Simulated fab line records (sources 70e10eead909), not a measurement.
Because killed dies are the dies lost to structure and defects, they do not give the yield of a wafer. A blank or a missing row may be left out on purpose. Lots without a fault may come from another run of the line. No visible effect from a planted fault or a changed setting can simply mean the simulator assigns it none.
One fault seen from 2 desks | flow nand_harc | numbers are kept per desk, each desk with only its own; the story behind them comes last

== AT THE METROLOGY DESK ==
Lot by lot, what the gauges showed, no matter which tool ran the lot: averages of those sampled wafers that carry a number. Marked OUT: a lot whose mean sits more than 4 standard deviations from the usual mean, which makes it out of limits; the brackets give that distance.
Columns: A = thk_nm at NHARC_A_M1_THK_MEAS_24, usual 154.0 nm
lot  | first seen here | A
L999 | day 23 18:59    | 154.3
L104 | day 26 01:36    | 154.7
L103 | day 26 01:56    | 154.6
L105 | day 26 07:21    | 28.6 (-84) OUT
L106 | day 26 17:01    | 30.5 (-82) OUT
L114 | day 29 11:28    | 154.5
L111 | day 29 20:40    | 153.3
L116 | day 30 11:39    | 153.9
L115 | day 30 12:26    | 153.5
L118 | day 31 05:38    | 154.6
L120 | day 31 12:58    | 154.3
L119 | day 31 19:09    | 153.4
This desk finds L105, L106 out of limits, L105 being first, at day 26 07:21 (thk_nm at NHARC_A_M1_THK_MEAS_24). L999, L104, L103, L114, L111, L116, L115, L118, L120, L119 stayed within limits.

== TOOL OWNER'S DESK, ecd_cu-02 ==
The tool's own readings at NHARC_A_M1_ECD_22 (material Cu, target thk 400 nm): means of the sampled wafers that have a number, for each lot that ran on this tool. Marked OUT: a lot whose mean sits more than 4 standard deviations from the usual mean, which makes it out of limits; the brackets give that distance.
Columns: A = bath_heat_duty_pct at NHARC_A_M1_ECD_22, usual 6.3 %; B = bath_temp_c at NHARC_A_M1_ECD_22, usual 25.00 C
lot  | first seen here | A   | B
L114 | day 29 10:29    | 6.5 | 25.04
L111 | day 29 19:40    | 6.3 | 24.95
L115 | day 30 11:27    | 6.3 | 25.12
L118 | day 31 04:35    | 6.4 | 24.92
L120 | day 31 11:58    | 6.8 | 25.02
L119 | day 31 18:06    | 6.9 | 25.11
Result from this desk: across the 6 lots, nothing is out of limits.

== PUT TOGETHER ==
An alarm was possible from the metrology desk at day 26 07:21, on L105, L106.
Nothing out of limits was seen by the tool owner's desk.
The tool owner's desk has no number on record for L105, L106.
Of the lots named, all ran NHARC_A_M1_ECD_22 on ecd_cu-02.

== WHAT THE SIMULATOR HAD PUT IN ==
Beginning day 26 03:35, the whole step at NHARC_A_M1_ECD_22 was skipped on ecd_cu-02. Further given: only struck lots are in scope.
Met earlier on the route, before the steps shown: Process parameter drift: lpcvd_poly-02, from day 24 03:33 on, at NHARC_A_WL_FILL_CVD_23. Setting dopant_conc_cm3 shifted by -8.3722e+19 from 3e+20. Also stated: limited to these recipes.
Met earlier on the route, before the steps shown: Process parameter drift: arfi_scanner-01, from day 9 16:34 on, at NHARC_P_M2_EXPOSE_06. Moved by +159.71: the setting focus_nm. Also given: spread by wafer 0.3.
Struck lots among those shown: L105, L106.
Delay in hours, fault start to first out-of-limits reading, per desk: metrology desk 4.
